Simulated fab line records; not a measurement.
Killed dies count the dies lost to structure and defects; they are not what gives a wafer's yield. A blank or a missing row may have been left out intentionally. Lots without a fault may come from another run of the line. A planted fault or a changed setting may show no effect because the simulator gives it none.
fab line records + flow nand_harc
[record]
- lots = 8
- wafers = 24
- last_day = 32
route steps=1302 shown A_ONON_D1@429 A_CHANNEL_HOLE_D1@460 END@1301
lots that met no fault: taken from a fault-free run of the same line
start_h: the number of hours between the record's first day and the start of the first shown wafer of the lot + wait_h: how many hours have passed since the lot's step before this one + " as in the row above + L1.1+2: several wafers, shown together as one row + - no value, or no start was given + * or withheld: withheld + < > ~ a bound
route shown NAME@n: names a module that has steps shown in the file, with the first one's number in the route + usual: mean/standard deviation of fault-free wafers + same: alike in all rows + chamber/n: place in a boat + sites: per-site readings + _std_site: how widely they spread, as a standard deviation + _edge_site: mean of outer sites minus mean of inner sites + radius_mm: for every site, how far away it sits from the centre of the wafer + mask NAME#n: copy n + behind: the most recent tool/chamber to have shaped the wafer + hold: what put the lot on hold/how long, in hours/how the hold closed + device: transistor that didn't switch, given as n, p or np + end of line: the tests these same wafers got at the end of their route + where a step has no rows: the recipe by itself + killed: not the wafer's yield, but the dies lost to structure and defects at the first sort + map: a wafer's dies, marking killed ones x, the rest . and places with no die _
set.NAME: the setting as run; set.NAME@STEP: as run at that earlier step + model.NAME: the simulator's own value behind a step, which no gauge read
one table for each step of the route and one row for each wafer, over a sample of lots
services: a tool's chamber out of use, with start hour (start_h, from the record's first day; less than 0 if before it), hours out, and reason
[[steps]]
[step NHARC_A_ONON_D1_THK_MEAS_08]
[recipe]
- thk_meas_gauge = ellipsometry
[usual]
- thk_nm = 1001/9.1
| lot.wafer | tool          | chamber | start_h | wait_h | thk_nm |
|-----------|---------------|---------|---------|--------|--------|
| L820.1    | film_metro-01 | -       | 170.39  | -      | 999    |
| L820.5    | "             | -       | "       | "      | 997    |
| L820.6    | "             | -       | "       | "      | 998    |
| L824.1    | film_metro-02 | -       | 204.84  | -      | 1010   |
| L824.4    | "             | -       | "       | "      | 1012   |
| L824.5    | "             | -       | "       | "      | 1013   |
| L830.1    | film_metro-02 | -       | 263.90  | -      | 1015   |
| L830.2    | "             | -       | "       | "      | 1016   |
| L830.3    | "             | -       | "       | "      | 1016   |
| L833.3    | film_metro-02 | -       | 289.60  | -      | 1004   |
| L833.4    | "             | -       | "       | "      | 1005   |
| L833.5    | "             | -       | "       | "      | 1003   |
| L836.1    | film_metro-02 | -       | 323.90  | -      | 986    |
| L836.2    | "             | -       | "       | "      | 987    |
| L836.4    | "             | -       | "       | "      | 988    |
| L839.4    | film_metro-02 | -       | 345.03  | -      | 996    |
| L839.5    | "             | -       | "       | "      | 996    |
| L839.6    | "             | -       | "       | "      | 994    |
| L840.1    | film_metro-01 | -       | 366.52  | -      | 1004   |
| L840.2    | "             | -       | "       | "      | 1004   |
| L840.4    | "             | -       | "       | "      | 1004   |
| L842.1    | film_metro-02 | -       | 389.64  | -      | 1000   |
| L842.3    | "             | -       | "       | "      | 998    |
| L842.5    | "             | -       | "       | "      | 999    |
[step NHARC_A_CHANNEL_HOLE_D1_PEB_08]
[recipe]
- peb_temp_c = 100
- peb_time_s = 65
[usual]
- heater_power_total_W = 156.6/0.41
- plate_temp_C = 100.00/0.13
| lot.wafer | tool           | chamber | start_h | wait_h | heater_power_total_W | plate_temp_C |
|-----------|----------------|---------|---------|--------|----------------------|--------------|
| L820.1    | litho_track-04 | 0       | 186.82  | 0.1    | 156.7                | 99.98        |
| L820.5    | "              | 0       | "       | "      | 157.2                | 100.01       |
| L820.6    | "              | 0       | "       | "      | 156.5                | 100.13       |
| L824.1    | litho_track-04 | 0       | 220.07  | 0.1    | 156.0                | 100.08       |
| L824.4    | "              | 0       | "       | "      | 156.3                | 100.16       |
| L824.5    | "              | 0       | "       | "      | 156.8                | 100.12       |
| L830.1    | litho_track-04 | 0       | 278.21  | 0.1    | 152.7                | 98.11        |
| L830.2    | "              | 0       | "       | "      | 152.7                | 98.05        |
| L830.3    | "              | 0       | "       | "      | 152.3                | 98.01        |
| L833.3    | litho_track-04 | 0       | 304.11  | 0.0    | 152.2                | 98.33        |
| L833.4    | "              | 0       | "       | "      | 153.3                | 98.02        |
| L833.5    | "              | 0       | "       | "      | 153.1                | 98.16        |
| L836.1    | litho_track-06 | 0       | 339.14  | 0.1    | 155.9                | 100.16       |
| L836.2    | "              | 0       | "       | "      | 156.5                | 99.94        |
| L836.4    | "              | 0       | "       | "      | 156.8                | 100.14       |
| L839.4    | litho_track-06 | 0       | 361.99  | 0.0    | 156.8                | 99.92        |
| L839.5    | "              | 0       | "       | "      | 157.0                | 99.94        |
| L839.6    | "              | 0       | "       | "      | 157.0                | 99.99        |
| L840.1    | litho_track-06 | 0       | 384.45  | 0.1    | 156.6                | 100.28       |
| L840.2    | "              | 0       | "       | "      | 156.3                | 100.07       |
| L840.4    | "              | 0       | "       | "      | 156.8                | 100.08       |
| L842.1    | litho_track-01 | 0       | 405.13  | 0.1    | 156.4                | 99.92        |
| L842.3    | "              | 0       | "       | "      | 156.1                | 99.87        |
| L842.5    | "              | 0       | "       | "      | 157.0                | 99.90        |
[step NHARC_A_CHANNEL_HOLE_D1_CD_MEAS_10]
[recipe]
- target_cd_nm = 100
- landing_energy_ev = 500
[usual]
- cd_nm = 99.7/0.56
| lot.wafer | tool      | chamber | start_h | wait_h | cd_nm |
|-----------|-----------|---------|---------|--------|-------|
| L820.1    | cd_sem-01 | 0       | 186.90  | -      | 99.7  |
| L820.5    | "         | 0       | "       | "      | 99.8  |
| L820.6    | "         | 0       | "       | "      | 100.3 |
| L824.1    | cd_sem-01 | 0       | 220.15  | -      | 99.8  |
| L824.4    | "         | 0       | "       | "      | 100.4 |
| L824.5    | "         | 0       | "       | "      | 100.2 |
| L830.1    | cd_sem-03 | 0       | 278.28  | -      | 95.0  |
| L830.2    | "         | 0       | "       | "      | 94.6  |
| L830.3    | "         | 0       | "       | "      | 95.0  |
| L833.3    | cd_sem-02 | 0       | 304.19  | -      | 94.4  |
| L833.4    | "         | 0       | "       | "      | 95.3  |
| L833.5    | "         | 0       | "       | "      | 94.8  |
| L836.1    | cd_sem-01 | 0       | 339.22  | -      | 99.6  |
| L836.2    | "         | 0       | "       | "      | 99.8  |
| L836.4    | "         | 0       | "       | "      | 100.1 |
| L839.4    | cd_sem-03 | 0       | 362.07  | -      | 98.5  |
| L839.5    | "         | 0       | "       | "      | 99.9  |
| L839.6    | "         | 0       | "       | "      | 100.1 |
| L840.1    | cd_sem-03 | 0       | 384.53  | -      | 99.3  |
| L840.2    | "         | 0       | "       | "      | 99.0  |
| L840.4    | "         | 0       | "       | "      | 100.3 |
| L842.1    | cd_sem-03 | 0       | 405.22  | -      | 100.4 |
| L842.3    | "         | 0       | "       | "      | 99.3  |
| L842.5    | "         | 0       | "       | "      | 100.1 |
[step NHARC_A_CHANNEL_HOLE_D1_DESCUM_15]
[recipe]
- time_s = 3
- o2_flow_sccm = 200
- ar_flow_sccm = 0
- bias_power_w = 0
- chemistry = O2
[usual]
- drypump_motor_current_A = 5.6/0.39
- oes_product_au = 0.998/0.01
- rf_vpp_V = 57.6/0.92
- showerhead_plenum_p_Torr = 1.90/0.087
- throttle_valve_pct = 11.310/0.0091
| lot.wafer | tool        | chamber | start_h | wait_h | drypump_motor_current_A | oes_product_au | rf_hours_counter_h | rf_vpp_V | showerhead_plenum_p_Torr | throttle_valve_pct |
|-----------|-------------|---------|---------|--------|-------------------------|----------------|--------------------|----------|--------------------------|--------------------|
| L820.1    | rie_diel-09 | 1       | 187.10  | 0.1    | 5.2                     | 1.003          | 4                  | 58.9     | 1.81                     | 11.306             |
| L820.6    | "           | 0       | "       | "      | 6.3                     | 0.999          | -                  | 59.9     | 1.93                     | 11.323             |
| L820.5    | "           | 1       | "       | "      | 5.2                     | 1.009          | -                  | 58.5     | 1.81                     | 11.302             |
| L824.1    | rie_diel-09 | 1       | 220.35  | 0.1    | 5.2                     | 1.014          | 7                  | 57.2     | 1.81                     | 11.281             |
| L824.4    | "           | 0       | "       | "      | 6.3                     | 0.981          | -                  | 57.5     | 1.93                     | 11.319             |
| L824.5    | "           | 3       | "       | "      | 5.5                     | 1.007          | -                  | 57.1     | 1.78                     | 11.322             |
| L830.3    | rie_diel-09 | 2       | 278.47  | 0.1    | 5.7                     | 1.009          | 12                 | 59.3     | 2.02                     | 11.289             |
| L830.1    | "           | 3       | "       | "      | 5.5                     | 0.997          | 13                 | 56.4     | 1.77                     | 11.324             |
| L830.2    | "           | 0       | "       | "      | 6.3                     | 0.987          | 12                 | 57.8     | 1.93                     | 11.305             |
| L833.3    | rie_diel-08 | 0       | 304.39  | 0.1    | 5.2                     | 1.007          | 36                 | 57.1     | 1.92                     | 11.315             |
| L833.4    | "           | 1       | "       | "      | 5.6                     | 1.004          | 45                 | 57.7     | 1.96                     | 11.313             |
| L833.5    | "           | 3       | "       | "      | 5.5                     | 0.983          | -                  | 56.8     | 1.81                     | 11.308             |
| L836.4    | rie_diel-09 | 0       | 339.41  | 0.1    | 6.3                     | 0.990          | 1                  | 57.6     | 1.93                     | 11.310             |
| L836.2    | "           | 1       | "       | "      | 5.2                     | 0.990          | 1                  | 57.4     | 1.81                     | 11.312             |
| L836.1    | "           | 2       | "       | "      | 5.7                     | 0.990          | 2                  | 58.4     | 2.02                     | 11.304             |
| L839.4    | rie_diel-09 | 1       | 362.26  | 0.1    | 5.2                     | 0.989          | 3                  | 57.1     | 1.81                     | 11.315             |
| L839.5    | "           | 0       | "       | "      | 6.3                     | 1.000          | -                  | 57.2     | 1.93                     | 11.309             |
| L839.6    | "           | 1       | "       | "      | 5.2                     | 0.992          | -                  | 56.9     | 1.81                     | 11.315             |
| L840.2    | rie_diel-09 | 1       | 384.72  | 0.1    | 5.2                     | 0.989          | 4                  | 56.5     | 1.80                     | 11.320             |
| L840.4    | "           | 3       | "       | "      | 5.5                     | 0.998          | 4                  | 56.7     | 1.77                     | 11.308             |
| L840.1    | "           | 0       | "       | "      | 6.3                     | 0.992          | 4                  | 59.5     | 1.93                     | 11.310             |
| L842.1    | rie_diel-09 | 3       | 405.41  | 0.1    | 5.5                     | 0.994          | 5                  | 57.3     | 1.77                     | 11.321             |
| L842.3    | "           | 1       | "       | "      | 5.2                     | 0.985          | 6                  | 58.0     | 1.80                     | 11.317             |
| L842.5    | "           | 0       | "       | "      | 6.3                     | 1.000          | -                  | 56.4     | 1.93                     | 11.306             |
[step NHARC_A_CHANNEL_HOLE_D1_ETCH_38]
[recipe]
- target_depth_a = 390
- over_etch_frac = 0.3
- time_s = 65
- ion_energy_ev = 80
- cf4_flow_sccm = 150
- ar_flow_sccm = 0
- rf_w = 300
- bias_w = 100
- chemistry = CF4
[usual]
- cf4_flow_sccm = 149.9/0.39
- drypump_motor_current_A = 5.6/0.39
- oes_product_au = 0.999/0.01
- rf_vpp_V = 151.2/1.2
- showerhead_plenum_p_Torr = 1.76/0.075
- throttle_valve_pct = 13.283/0.0093
| lot.wafer | tool        | chamber | start_h | wait_h | cf4_flow_sccm | drypump_motor_current_A | oes_product_au | rf_hours_counter_h | rf_vpp_V | showerhead_plenum_p_Torr | throttle_valve_pct |
|-----------|-------------|---------|---------|--------|---------------|-------------------------|----------------|--------------------|----------|--------------------------|--------------------|
| L820.1    | rie_diel-09 | 0       | 187.17  | 0.1    | 150.1         | 6.3                     | 0.988          | 4                  | 151.9    | 1.78                     | 13.271             |
| L820.5    | "           | 0       | "       | "      | 150.1         | 6.3                     | 0.983          | -                  | 151.2    | 1.79                     | 13.291             |
| L820.6    | "           | 1       | "       | "      | 150.6         | 5.2                     | 1.006          | -                  | 150.5    | 1.68                     | 13.278             |
| L824.1    | rie_diel-09 | 1       | 220.46  | 0.1    | 149.8         | 5.2                     | 0.997          | 7                  | 150.3    | 1.68                     | 13.281             |
| L824.4    | "           | 0       | "       | "      | 150.5         | 6.3                     | 0.982          | -                  | 151.7    | 1.78                     | 13.289             |
| L824.5    | "           | 1       | "       | "      | 150.0         | 5.2                     | 1.006          | -                  | 149.9    | 1.68                     | 13.283             |
| L830.2    | rie_diel-09 | 0       | 278.56  | 0.1    | 149.8         | 6.3                     | 0.985          | 12                 | 151.1    | 1.78                     | 13.292             |
| L830.1    | "           | 1       | "       | "      | 150.4         | 5.2                     | 1.000          | 13                 | 149.7    | 1.68                     | 13.293             |
| L830.3    | "           | 2       | "       | "      | 150.1         | 5.7                     | 1.000          | 12                 | 152.2    | 1.86                     | 13.273             |
| L833.4    | rie_diel-08 | 0       | 304.46  | 0.1    | 149.7         | 5.2                     | 1.011          | 36                 | 153.0    | 1.78                     | 13.285             |
| L833.3    | "           | 3       | "       | "      | 149.9         | 5.5                     | 1.003          | 33                 | 150.4    | 1.68                     | 13.292             |
| L833.5    | "           | 0       | "       | "      | 150.0         | 5.2                     | 1.003          | -                  | 151.3    | 1.78                     | 13.290             |
| L836.2    | rie_diel-09 | 3       | 339.49  | 0.1    | 149.7         | 5.5                     | 0.992          | 1                  | 150.5    | 1.65                     | 13.278             |
| L836.1    | "           | 0       | "       | "      | 149.8         | 6.3                     | 0.992          | 1                  | 151.9    | 1.78                     | 13.297             |
| L836.4    | "           | 2       | "       | "      | 150.3         | 5.7                     | 1.008          | 2                  | 153.5    | 1.86                     | 13.281             |
| L839.4    | rie_diel-09 | 2       | 362.35  | 0.1    | 149.5         | 5.7                     | 1.001          | 3                  | 152.7    | 1.86                     | 13.273             |
| L839.5    | "           | 3       | "       | "      | 149.7         | 5.5                     | 0.997          | -                  | 149.4    | 1.65                     | 13.274             |
| L839.6    | "           | 0       | "       | "      | 150.6         | 6.3                     | 0.980          | -                  | 152.2    | 1.78                     | 13.292             |
| L840.1    | rie_diel-09 | 2       | 384.80  | 0.1    | 149.8         | 5.7                     | 1.002          | 4                  | 154.1    | 1.86                     | 13.298             |
| L840.4    | "           | 3       | "       | "      | 150.2         | 5.5                     | 1.006          | 4                  | 150.4    | 1.65                     | 13.271             |
| L840.2    | "           | 1       | "       | "      | 150.2         | 5.2                     | 0.990          | 4                  | 151.6    | 1.68                     | 13.285             |
| L842.1    | rie_diel-09 | 3       | 405.50  | 0.1    | 149.7         | 5.5                     | 0.989          | 5                  | 151.3    | 1.65                     | 13.280             |
| L842.3    | "           | 1       | "       | "      | 150.1         | 5.2                     | 0.992          | 6                  | 150.0    | 1.68                     | 13.280             |
| L842.5    | "           | 2       | "       | "      | 149.6         | 5.7                     | 1.006          | -                  | 152.8    | 1.86                     | 13.284             |
[step NHARC_A_CHANNEL_HOLE_D1_CD_MEAS_30]
[usual]
- cd_nm = 89.4/1.2
| lot.wafer | tool      | chamber | start_h | wait_h | cd_nm |
|-----------|-----------|---------|---------|--------|-------|
| L820.1    | cd_sem-01 | -       | 193.81  | -      | 90.6  |
| L820.5    | "         | -       | "       | "      | 88.5  |
| L820.6    | "         | -       | "       | "      | 90.0  |
| L824.1    | cd_sem-01 | -       | 227.26  | -      | 89.3  |
| L824.4    | "         | -       | "       | "      | 89.3  |
| L824.5    | "         | -       | "       | "      | 90.1  |
| L830.1    | cd_sem-02 | -       | 285.16  | -      | 83.0  |
| L830.2    | "         | -       | "       | "      | 82.7  |
| L830.3    | "         | -       | "       | "      | 85.1  |
| L833.3    | cd_sem-01 | -       | 311.06  | -      | 82.9  |
| L833.4    | "         | -       | "       | "      | 84.0  |
| L833.5    | "         | -       | "       | "      | 84.0  |
| L836.1    | cd_sem-02 | -       | 346.10  | -      | 89.5  |
| L836.2    | "         | -       | "       | "      | 87.9  |
| L836.4    | "         | -       | "       | "      | 89.9  |
| L839.4    | cd_sem-02 | -       | 368.98  | -      | 87.7  |
| L839.5    | "         | -       | "       | "      | 88.2  |
| L839.6    | "         | -       | "       | "      | 89.8  |
| L840.1    | cd_sem-03 | -       | 399.54  | -      | 87.2  |
| L840.2    | "         | -       | "       | "      | 88.1  |
| L840.4    | "         | -       | "       | "      | 88.5  |
| L842.1    | cd_sem-01 | -       | 412.11  | -      | 89.7  |
| L842.3    | "         | -       | "       | "      | 89.5  |
| L842.5    | "         | -       | "       | "      | 90.8  |
[step NHARC_A_CHANNEL_HOLE_D1_XSEM_31]
[recipe]
- landing_energy_ev = 35000
[usual]
- bot_cd_nm = 73.9/1.3
- bow_nm = 8.73/0.25
- tilt_deg = 0.08/0.038
| lot.wafer | tool    | chamber | start_h | wait_h | bot_cd_nm | bow_nm | tilt_deg |
|-----------|---------|---------|---------|--------|-----------|--------|----------|
| L820.1    | xsem-02 | 0       | 193.90  | 0.1    | 75.4      | 9.20   | 0.09     |
| L820.5    | "       | 0       | "       | "      | 73.8      | 9.23   | 0.09     |
| L820.6    | "       | 0       | "       | "      | 74.9      | 9.19   | 0.09     |
| L824.1    | xsem-02 | 0       | 227.35  | 0.1    | 75.0      | 8.58   | 0.05     |
| L824.4    | "       | 0       | "       | "      | 74.0      | 8.59   | 0.06     |
| L824.5    | "       | 0       | "       | "      | 75.2      | 8.53   | 0.05     |
| L830.1    | xsem-02 | 0       | 285.25  | 0.1    | 67.2      | 8.91   | 0.02     |
| L830.2    | "       | 0       | "       | "      | 66.4      | 8.84   | 0.01     |
| L830.3    | "       | 0       | "       | "      | 69.3      | 8.98   | 0.01     |
| L833.3    | xsem-02 | 0       | 311.15  | 0.1    | 67.2      | 8.65   | 0.10     |
| L833.4    | "       | 0       | "       | "      | 67.8      | 8.67   | 0.10     |
| L833.5    | "       | 0       | "       | "      | 68.2      | 8.67   | 0.10     |
| L836.1    | xsem-02 | 0       | 346.19  | 0.1    | 73.3      | 8.80   | 0.05     |
| L836.2    | "       | 0       | "       | "      | 71.5      | 8.84   | 0.05     |
| L836.4    | "       | 0       | "       | "      | 73.7      | 8.79   | 0.04     |
| L839.4    | xsem-01 | 0       | 369.07  | 0.1    | 72.8      | 8.66   | 0.11     |
| L839.5    | "       | 0       | "       | "      | 73.1      | 8.71   | 0.11     |
| L839.6    | "       | 0       | "       | "      | 75.3      | 8.77   | 0.11     |
| L840.1    | xsem-01 | 0       | 399.62  | 0.1    | 72.0      | 8.42   | 0.07     |
| L840.2    | "       | 0       | "       | "      | 73.8      | 8.41   | 0.07     |
| L840.4    | "       | 0       | "       | "      | 73.3      | 8.48   | 0.07     |
| L842.1    | xsem-02 | 0       | 412.20  | 0.1    | 74.4      | 9.06   | 0.02     |
| L842.3    | "       | 0       | "       | "      | 76.1      | 8.88   | 0.02     |
| L842.5    | "       | 0       | "       | "      | 75.0      | 9.01   | 0.02     |
[step NHARC_END_WLT_00]
[usual]
- VT_DECK1_BOTTOM = 0.872/0.0059
- VT_DECK1_BOTTOM_INNER = 0.872/0.0064
- VT_DECK1_MEDIAN_NEAR_BOTTOM = 0.874/0.0068
- VT_DECK1_MEDIAN_NEAR_BOTTOM_INNER = 0.873/0.0068
- VT_DECK1_MIDDLE = 0.886/0.0065
- VT_DECK1_MIDDLE_INNER = 0.886/0.0069
- VT_DECK1_TOP = 0.898/0.0067
- VT_DECK1_TOP_INNER = 0.898/0.0072
- VT_DECK2_BOTTOM = 0.875/0.0085
- VT_DECK2_BOTTOM_INNER = 0.875/0.0082
- VT_DECK2_MEDIAN_NEAR_BOTTOM = 0.875/0.0085
- VT_DECK2_MEDIAN_NEAR_BOTTOM_INNER = 0.876/0.0083
- VT_DECK2_MIDDLE = 0.888/0.0067
- VT_DECK2_MIDDLE_INNER = 0.888/0.0076
- VT_DECK2_TOP = 0.900/0.007
- VT_DECK2_TOP_INNER = 0.900/0.0073
| lot.wafer | tool      | chamber | start_h | wait_h | VT_DECK1_BOTTOM | VT_DECK1_BOTTOM_INNER | VT_DECK1_MEDIAN_NEAR_BOTTOM | VT_DECK1_MEDIAN_NEAR_BOTTOM_INNER | VT_DECK1_MIDDLE | VT_DECK1_MIDDLE_INNER | VT_DECK1_TOP | VT_DECK1_TOP_INNER | VT_DECK2_BOTTOM | VT_DECK2_BOTTOM_INNER | VT_DECK2_MEDIAN_NEAR_BOTTOM | VT_DECK2_MEDIAN_NEAR_BOTTOM_INNER | VT_DECK2_MIDDLE | VT_DECK2_MIDDLE_INNER | VT_DECK2_TOP | VT_DECK2_TOP_INNER |
|-----------|-----------|---------|---------|--------|-----------------|-----------------------|-----------------------------|-----------------------------------|-----------------|-----------------------|--------------|--------------------|-----------------|-----------------------|-----------------------------|-----------------------------------|-----------------|-----------------------|--------------|--------------------|
| L820.1    | prober-02 | -       | 588.25  | 0.1    | 0.863           | 0.865                 | 0.863                       | 0.860                             | 0.885           | 0.881                 | 0.881        | 0.886              | 0.884           | 0.880                 | 0.884                       | 0.887                             | 0.891           | 0.893                 | 0.908        | 0.905              |
| L820.5    | "         | -       | 590.28  | 2.1    | 0.857           | 0.866                 | 0.858                       | 0.860                             | 0.878           | 0.877                 | 0.888        | 0.890              | 0.872           | 0.879                 | 0.870                       | 0.879                             | 0.892           | 0.897                 | 0.903        | 0.899              |
| L820.6    | "         | -       | "       | "      | 0.864           | 0.860                 | 0.869                       | 0.864                             | 0.882           | 0.876                 | 0.878        | 0.890              | 0.880           | 0.871                 | 0.876                       | 0.876                             | 0.896           | 0.892                 | 0.906        | 0.911              |
| L824.1    | prober-01 | -       | 597.07  | 0.0    | 0.872           | 0.869                 | 0.872                       | 0.867                             | 0.885           | 0.886                 | 0.888        | 0.886              | 0.862           | 0.868                 | 0.868                       | 0.862                             | 0.887           | 0.878                 | 0.897        | 0.887              |
| L824.4    | "         | -       | 598.57  | 1.5    | 0.867           | 0.866                 | 0.877                       | 0.864                             | 0.885           | 0.880                 | 0.898        | 0.892              | 0.878           | 0.879                 | 0.880                       | 0.876                             | 0.887           | 0.883                 | 0.901        | 0.906              |
| L824.5    | "         | -       | "       | "      | 0.863           | 0.877                 | 0.875                       | 0.880                             | 0.881           | 0.884                 | 0.893        | 0.897              | 0.889           | 0.878                 | 0.881                       | 0.881                             | 0.892           | 0.888                 | 0.893        | 0.900              |
| L830.1    | prober-01 | -       | 655.87  | 0.0    | 0.860           | 0.856                 | 0.861                       | 0.857                             | 0.877           | 0.878                 | 0.897        | 0.892              | 0.877           | 0.866                 | 0.871                       | 0.873                             | 0.882           | 0.888                 | 0.892        | 0.897              |
| L830.2    | "         | -       | "       | "      | 0.862           | 0.856                 | 0.856                       | 0.854                             | 0.871           | 0.877                 | 0.895        | 0.884              | 0.879           | 0.882                 | 0.879                       | 0.884                             | 0.898           | 0.895                 | 0.899        | 0.900              |
| L830.3    | "         | -       | "       | "      | 0.863           | 0.866                 | 0.862                       | 0.868                             | 0.884           | 0.890                 | 0.890        | 0.894              | 0.873           | 0.874                 | 0.874                       | 0.874                             | 0.888           | 0.886                 | 0.899        | 0.900              |
| L833.3    | prober-02 | -       | 685.53  | 1.1    | 0.851           | 0.852                 | 0.853                       | 0.855                             | 0.866           | 0.872                 | 0.885        | 0.889              | 0.873           | 0.874                 | 0.869                       | 0.873                             | 0.884           | 0.887                 | 0.898        | 0.900              |
| L833.4    | "         | -       | "       | "      | 0.856           | 0.853                 | 0.850                       | 0.854                             | 0.868           | 0.874                 | 0.879        | 0.885              | 0.875           | 0.870                 | 0.868                       | 0.872                             | 0.884           | 0.883                 | 0.902        | 0.901              |
| L833.5    | "         | -       | "       | "      | 0.854           | 0.856                 | 0.858                       | 0.851                             | 0.872           | 0.874                 | 0.882        | 0.887              | 0.870           | 0.873                 | 0.870                       | 0.873                             | 0.886           | 0.890                 | 0.894        | 0.896              |
| L836.1    | prober-02 | -       | 715.64  | 0.1    | 0.870           | 0.868                 | 0.878                       | 0.874                             | 0.883           | 0.884                 | 0.899        | 0.900              | 0.863           | 0.868                 | 0.863                       | 0.869                             | 0.885           | 0.879                 | 0.901        | 0.898              |
| L836.2    | "         | -       | "       | "      | 0.860           | 0.867                 | 0.869                       | 0.867                             | 0.887           | 0.887                 | 0.903        | 0.902              | 0.873           | 0.868                 | 0.865                       | 0.877                             | 0.888           | 0.893                 | 0.898        | 0.901              |
| L836.4    | "         | -       | "       | "      | 0.879           | 0.872                 | 0.884                       | 0.885                             | 0.882           | 0.888                 | 0.913        | 0.910              | 0.866           | 0.860                 | 0.871                       | 0.864                             | 0.885           | 0.888                 | 0.890        | 0.901              |
| L839.4    | prober-01 | -       | 740.17  | 1.5    | 0.867           | 0.859                 | 0.865                       | 0.858                             | 0.880           | 0.876                 | 0.892        | 0.891              | 0.885           | 0.881                 | 0.883                       | 0.882                             | 0.890           | 0.898                 | 0.909        | 0.902              |
| L839.5    | "         | -       | "       | "      | 0.863           | 0.865                 | 0.862                       | 0.862                             | 0.872           | 0.880                 | 0.887        | 0.894              | 0.881           | 0.878                 | 0.877                       | 0.881                             | 0.894           | 0.891                 | 0.903        | 0.910              |
| L839.6    | "         | -       | "       | "      | 0.870           | 0.871                 | 0.871                       | 0.872                             | 0.885           | 0.886                 | 0.904        | 0.894              | 0.876           | 0.878                 | 0.883                       | 0.883                             | 0.896           | 0.889                 | 0.908        | 0.908              |
| L840.1    | prober-02 | -       | 765.44  | 0.1    | 0.873           | 0.866                 | 0.869                       | 0.868                             | 0.889           | 0.886                 | 0.900        | 0.894              | 0.873           | 0.856                 | 0.869                       | 0.874                             | 0.879           | 0.880                 | 0.889        | 0.899              |
| L840.2    | "         | -       | "       | "      | 0.878           | 0.880                 | 0.883                       | 0.876                             | 0.892           | 0.894                 | 0.893        | 0.893              | 0.861           | 0.862                 | 0.865                       | 0.863                             | 0.886           | 0.877                 | 0.889        | 0.898              |
| L840.4    | "         | -       | 766.94  | 1.6    | 0.869           | 0.870                 | 0.883                       | 0.873                             | 0.886           | 0.889                 | 0.904        | 0.901              | 0.862           | 0.861                 | 0.863                       | 0.871                             | 0.880           | 0.883                 | 0.892        | 0.899              |
| L842.1    | prober-02 | -       | 773.24  | 1.6    | 0.873           | 0.878                 | 0.879                       | 0.879                             | 0.886           | 0.881                 | 0.903        | 0.900              | 0.871           | 0.872                 | 0.862                       | 0.874                             | 0.879           | 0.883                 | 0.892        | 0.904              |
| L842.3    | "         | -       | 774.25  | 2.6    | 0.872           | 0.870                 | 0.880                       | 0.877                             | 0.896           | 0.886                 | 0.907        | 0.914              | 0.872           | 0.864                 | 0.858                       | 0.868                             | 0.880           | 0.880                 | 0.899        | 0.893              |
| L842.5    | "         | -       | 775.25  | 3.6    | 0.883           | 0.872                 | 0.889                       | 0.875                             | 0.881           | 0.898                 | 0.900        | 0.904              | 0.869           | 0.871                 | 0.873                       | 0.871                             | 0.883           | 0.877                 | 0.900        | 0.890              |
[[services]]
| tool           | chamber | start_h | hours | kind   |
|----------------|---------|---------|-------|--------|
| rie_diel-09    | 0       | 176.60  | -     | clean  |
| rie_diel-09    | 1       | 176.60  | -     | clean  |
| rie_diel-09    | 2       | 176.60  | -     | clean  |
| rie_diel-09    | 3       | 176.60  | -     | clean  |
| litho_track-06 | -       | 179.00  | 7.0   | pm     |
| rie_diel-08    | -       | 194.10  | 9.0   | pm     |
| rie_diel-09    | 0       | 201.10  | -     | clean  |
| rie_diel-09    | 1       | 201.10  | -     | clean  |
| rie_diel-09    | 2       | 201.10  | -     | clean  |
| rie_diel-09    | 3       | 201.10  | -     | clean  |
| litho_track-04 | -       | 203.00  | 7.0   | pm     |
| rie_diel-09    | 2       | 218.79  | 4.5   | repair |
| rie_diel-09    | 0       | 239.80  | 1.7   | repair |
| rie_diel-08    | 1       | 263.87  | 1.9   | repair |
| rie_diel-09    | -       | 320.10  | 9.0   | pm     |
| litho_track-01 | -       | 330.00  | 7.0   | pm     |
| rie_diel-08    | 0       | 334.03  | 2.0   | repair |
| rie_diel-08    | 2       | 353.29  | 3.9   | repair |
| litho_track-06 | -       | 354.00  | 7.0   | pm     |
| rie_diel-08    | -       | 371.10  | 9.0   | pm     |
| xsem-01        | -       | 374.00  | 14.0  | pm     |
| litho_track-04 | -       | 378.00  | 7.0   | pm     |
| rie_diel-08    | 2       | 393.50  | 11.2  | repair |
| rie_diel-08    | 0       | 393.82  | 3.0   | repair |
[[key]]
[first_sign]
- step = NHARC_A_CHANNEL_HOLE_D1_PEB_08
- reading = plate_temp_C
- direction = down
- sigmas = 15
- usual = *
- struck = *
[effect]
- step = NHARC_A_CHANNEL_HOLE_D1_PEB_08
- reading = heater_power_total_W
- direction = down
- sigmas = 9.5
- usual = *
- struck = *
[effect]
- step = NHARC_A_CHANNEL_HOLE_D1_CD_MEAS_10
- reading = cd_nm
- direction = down
- sigmas = 8.7
- usual = 99.7
- struck = 94.9
[effect]
- step = NHARC_A_CHANNEL_HOLE_D1_CD_MEAS_30
- reading = cd_nm
- direction = down
- sigmas = 4.9
- usual = 89.4
- struck = 83.6
[effect]
- step = NHARC_A_CHANNEL_HOLE_D1_XSEM_31
- reading = bot_cd_nm
- direction = down
- sigmas = 5
- usual = 73.9
- struck = 67.7
[effect]
- step = NHARC_END_WLT_00
- reading = VT_DECK1_MEDIAN_NEAR_BOTTOM
- direction = down
- sigmas = 2.5
- usual = 0.874
- struck = 0.857
met_at NHARC_A_CHANNEL_HOLE_D1_PEB_08
struck_lots L830,L833
tester_left_out L830,L833
not_acting_at NHARC_A_ONON_D1_THK_MEAS_08,NHARC_A_CHANNEL_HOLE_D1_DESCUM_15,NHARC_A_CHANNEL_HOLE_D1_ETCH_38
onset_between 220.07 278.21
[fault]
- kind = process_parameter_drift
- tool = litho_track-04
- chamber = -
- onset_h = 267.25
- steps = NHARC_A_CHANNEL_HOLE_D1_PEB_08
- channel = peb_temp_c
- offset = *
- shape = step
- end_h = 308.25
- acts_in = *
- stated = *
// tester_left_out: of these lots the tester's yield and bins aren't shown, on N5 and GAA mostly nor the transistor test; their killed dies are dies lost to structure and defects alone, not to doping, threshold or leakage, so they don't give the yield
